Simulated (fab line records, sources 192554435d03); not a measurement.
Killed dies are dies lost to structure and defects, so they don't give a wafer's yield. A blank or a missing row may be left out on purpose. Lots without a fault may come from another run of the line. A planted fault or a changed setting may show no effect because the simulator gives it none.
Which tool did it? | flow n5_finfet | 14 lots, 42 wafers sampled, at 4 steps of a route of 1938

WHAT THE GAUGES READ, wafer by wafer
The record holds no reading of a measuring or inspecting step that can be judged against a usual standard deviation.

WHICH TOOL RAN EACH LOT (tool, then ch and the chambers of the sampled wafers, then the start)
lot  | N5_BEOL_M12_STRIP_37                 | N5_BEOL_M12_SPUTTER_44       | N5_BEOL_M12_SPUTTER_45       | N5_BEOL_M13_PEB_08
L348 | plasma_asher-01 ch 0,1, day 12 16:08 | pvd_sputter-03, day 12 17:53 | pvd_sputter-03, day 12 17:58 | litho_track-05 ch 0, day 12 19:20
L347 | plasma_asher-01 ch 0,1, day 12 18:03 | pvd_sputter-03, day 12 19:37 | pvd_sputter-03, day 12 19:42 | litho_track-01 ch 0, day 12 21:12
L349 | plasma_asher-02 ch 0,1, day 12 22:20 | pvd_sputter-02, day 13 00:17 | pvd_sputter-02, day 13 00:22 | litho_track-01 ch 0, day 13 01:45
L350 | plasma_asher-01 ch 1, day 13 07:03   | pvd_sputter-02, day 13 08:12 | pvd_sputter-02, day 13 08:17 | litho_track-03 ch 0, day 13 09:40
L353 | plasma_asher-01 ch 0,1, day 13 19:12 | pvd_sputter-03, day 13 21:46 | pvd_sputter-03, day 13 21:51 | litho_track-05 ch 0, day 13 23:25
L352 | plasma_asher-01 ch 0,1, day 13 21:37 | pvd_sputter-02, day 14 00:13 | pvd_sputter-02, day 14 00:17 | litho_track-01 ch 0, day 14 01:49
L354 | plasma_asher-02 ch 0,1, day 14 10:05 | pvd_sputter-02, day 14 13:31 | pvd_sputter-02, day 14 13:35 | litho_track-05, day 14 15:06
L355 | plasma_asher-02 ch 0,1, day 14 16:53 | pvd_sputter-01, day 14 18:23 | pvd_sputter-01, day 14 18:28 | litho_track-01, day 14 19:58
L358 | plasma_asher-01 ch 0,1, day 15 11:39 | pvd_sputter-01, day 15 14:24 | pvd_sputter-01, day 15 14:29 | litho_track-01 ch 0, day 15 15:59
L364 | plasma_asher-01 ch 0,1, day 17 02:29 | pvd_sputter-01, day 17 04:55 | pvd_sputter-01, day 17 04:59 | litho_track-03 ch 0, day 17 06:31
L367 | plasma_asher-02 ch 0,1, day 17 09:25 | pvd_sputter-01, day 17 10:46 | pvd_sputter-01, day 17 10:51 | litho_track-03 ch 0, day 17 12:26
L366 | plasma_asher-02 ch 0,1, day 17 09:36 | pvd_sputter-02, day 17 12:17 | pvd_sputter-02, day 17 12:22 | litho_track-05 ch 0, day 17 13:49
L368 | plasma_asher-02 ch 0,1, day 17 10:08 | pvd_sputter-03, day 17 13:17 | pvd_sputter-03, day 17 13:22 | litho_track-05 ch 0, day 17 14:55
L369 | plasma_asher-02 ch 0,1, day 18 03:04 | pvd_sputter-01, day 18 05:53 | pvd_sputter-01, day 18 05:58 | litho_track-05 ch 0, day 18 07:39
- N5_BEOL_M12_STRIP_37: strips in N2/H2.
- N5_BEOL_M12_SPUTTER_44: material Ta, target thk 10 nm, time 16.13 s.
- N5_BEOL_M12_SPUTTER_45: material Cu, target thk 80 nm, time 13.33 s.
- N5_BEOL_M13_PEB_08: peb time 90 s.

WHAT THE TOOLS THEMSELVES READ (means of the sampled wafers that have a number; where no wafer has one, the mark that the record gives instead)
N5_BEOL_M12_STRIP_37. Usual: drypump_motor_current_A 6.08 A, standard deviation 0.12; heater_power_w 317 W, standard deviation 31; n2_flow_sccm 1750 sccm, standard deviation 5.4; oes_product_au 0.791 a.u., standard deviation 0.01.
lot  | tool            | drypump_motor_current_A (A) | heater_power_w (W) | n2_flow_sccm (sccm) | oes_product_au (a.u.) | flag
L348 | plasma_asher-01 | 6.16                        | 309                | 1751                | 0.792                 |
L347 | plasma_asher-01 | 6.04                        | 337                | 1751                | 0.794                 |
L349 | plasma_asher-02 | 6.05                        | 303                | 1751                | 0.799                 |
L350 | plasma_asher-01 | 5.93                        | 359                | 1747                | 0.790                 |
L353 | plasma_asher-01 | 6.16                        | 308                | 1755                | 0.788                 |
L352 | plasma_asher-01 | 6.04                        | 333                | 1751                | 0.793                 |
L354 | plasma_asher-02 | 6.04                        | 310                | 1745                | 0.800                 |
L355 | plasma_asher-02 | 6.06                        | 305                | 1744                | 0.788                 |
L358 | plasma_asher-01 | 6.05                        | 325                | 1747                | 0.790                 |
L364 | plasma_asher-01 | 6.03                        | 331                | 1763                | 0.771                 |
L367 | plasma_asher-02 | 6.07                        | 307                | 1749                | 0.811                 |
L366 | plasma_asher-02 | 6.02                        | 306                | 1751                | 0.787                 |
L368 | plasma_asher-02 | 6.08                        | 307                | 1749                | 0.795                 |
L369 | plasma_asher-02 | 6.08                        | 318                | 1749                | 0.785                 |

N5_BEOL_M12_SPUTTER_44. Usual: cathode_dc_power_W 15000 W, standard deviation 2.6; susceptor_temp_C 49.99 C, standard deviation 0.11; throttle_valve_pct 30.1 %, standard deviation 1.3.
lot  | tool           | cathode_dc_power_W (W) | susceptor_temp_C (C) | throttle_valve_pct (%) | flag
L348 | pvd_sputter-03 | 14997                  | 50.01                | 30.4                   |
L347 | pvd_sputter-03 | 14999                  | 49.96                | 29.1                   |
L349 | pvd_sputter-02 | 14997                  | 49.93                | 30.2                   |
L350 | pvd_sputter-02 | 15001                  | 50.00                | 30.0                   |
L353 | pvd_sputter-03 | 15000                  | 50.01                | 28.9                   |
L352 | pvd_sputter-02 | 14998                  | 50.01                | 29.4                   |
L354 | pvd_sputter-02 | 14996                  | 49.99                | 28.7                   |
L355 | pvd_sputter-01 | 15000                  | 49.89                | 30.3                   |
L358 | pvd_sputter-01 | 15000                  | 50.00                | 31.2                   |
L364 | pvd_sputter-01 | 15001                  | 50.02                | 30.2                   |
L367 | pvd_sputter-01 | 15001                  | 50.06                | 30.3                   |
L366 | pvd_sputter-02 | 14999                  | 50.07                | 29.4                   |
L368 | pvd_sputter-03 | 15001                  | 50.02                | 29.7                   |
L369 | pvd_sputter-01 | 15000                  | 49.97                | 30.4                   |

N5_BEOL_M12_SPUTTER_45. Usual: cathode_dc_power_W 26000 W, standard deviation 4.9; chuck_sensor_temp_C -16.0 C, standard deviation 0.48; susceptor_temp_C -20.00 C, standard deviation 0.12; throttle_valve_pct 30.1 %, standard deviation 1.3.
lot  | tool           | cathode_dc_power_W (W) | chuck_sensor_temp_C (C) | susceptor_temp_C (C) | throttle_valve_pct (%) | flag
L348 | pvd_sputter-03 | 25999                  | -16.6                   | -19.95               | 30.4                   |
L347 | pvd_sputter-03 | 26001                  | -16.6                   | -20.00               | 29.1                   |
L349 | pvd_sputter-02 | 26000                  | -15.8                   | -20.07               | 30.4                   |
L350 | pvd_sputter-02 | 26005                  | -16.0                   | -19.82               | 30.3                   |
L353 | pvd_sputter-03 | 25995                  | -16.4                   | -20.02               | 28.9                   |
L352 | pvd_sputter-02 | 25999                  | -15.8                   | -20.05               | 29.4                   |
L354 | pvd_sputter-02 | 25995                  | -16.0                   | -19.95               | 28.8                   |
L355 | pvd_sputter-01 | 26000                  | -15.6                   | -19.99               | 30.5                   |
L358 | pvd_sputter-01 | 26005                  | -16.0                   | -19.99               | 31.1                   |
L364 | pvd_sputter-01 | 25998                  | -15.2                   | -19.92               | 30.1                   |
L367 | pvd_sputter-01 | 26001                  | -15.7                   | -19.91               | 30.2                   |
L366 | pvd_sputter-02 | 26003                  | -15.8                   | -20.05               | 29.3                   |
L368 | pvd_sputter-03 | 26000                  | -16.5                   | -19.99               | 29.7                   |
L369 | pvd_sputter-01 | 26000                  | -15.7                   | -20.09               | 30.4                   |

N5_BEOL_M13_PEB_08. Usual: chill_plate_temp_C 23.01 C, standard deviation 0.11; exhaust_pa 45.0 Pa, standard deviation 0.99.
lot  | tool           | chill_plate_temp_C (C) | exhaust_pa (Pa) | flag
L348 | litho_track-05 | 22.98                  | 44.6            |
L347 | litho_track-01 | 23.13                  | 44.4            |
L349 | litho_track-01 | 23.12                  | 45.5            |
L350 | litho_track-03 | 22.92                  | 44.6            |
L353 | litho_track-05 | 22.89                  | 44.6            |
L352 | litho_track-01 | 23.12                  | 44.0            |
L354 | litho_track-05 | -                      | -               | OFF
L355 | litho_track-01 | -                      | -               | OFF
L358 | litho_track-01 | 22.95                  | 45.7            |
L364 | litho_track-03 | 23.03                  | 45.5            |
L367 | litho_track-03 | 23.01                  | 45.3            |
L366 | litho_track-05 | 23.11                  | 45.9            |
L368 | litho_track-05 | 22.88                  | 45.0            |
L369 | litho_track-05 | 22.91                  | 45.0            |

THE ANSWER, worked out from the rows above alone
Rule: a lot is off if the mean of its wafers that have a number lies more than 3 standard deviations from the usual mean. A lot without any number at a reading at which 4 lots or more have one is off too. The other lots that the step has rows for count as sound. The gauges are gone through in route order, then the tools' own readings, and for those a lot's mean is taken as printed above. The first step at which some lot is off is used, and at that step the reading that is off furthest; a lot without a number counts as furthest.
Off: L354, L355, at N5_BEOL_M13_PEB_08 (chill_plate_temp_C). Without a number there: L354, L355.
A tool fits if, at that step or a process step before it, it ran every lot that is off, and no sound lot after the first of them. None of those tried fits.

WHAT THE SIMULATOR HAD PUT IN
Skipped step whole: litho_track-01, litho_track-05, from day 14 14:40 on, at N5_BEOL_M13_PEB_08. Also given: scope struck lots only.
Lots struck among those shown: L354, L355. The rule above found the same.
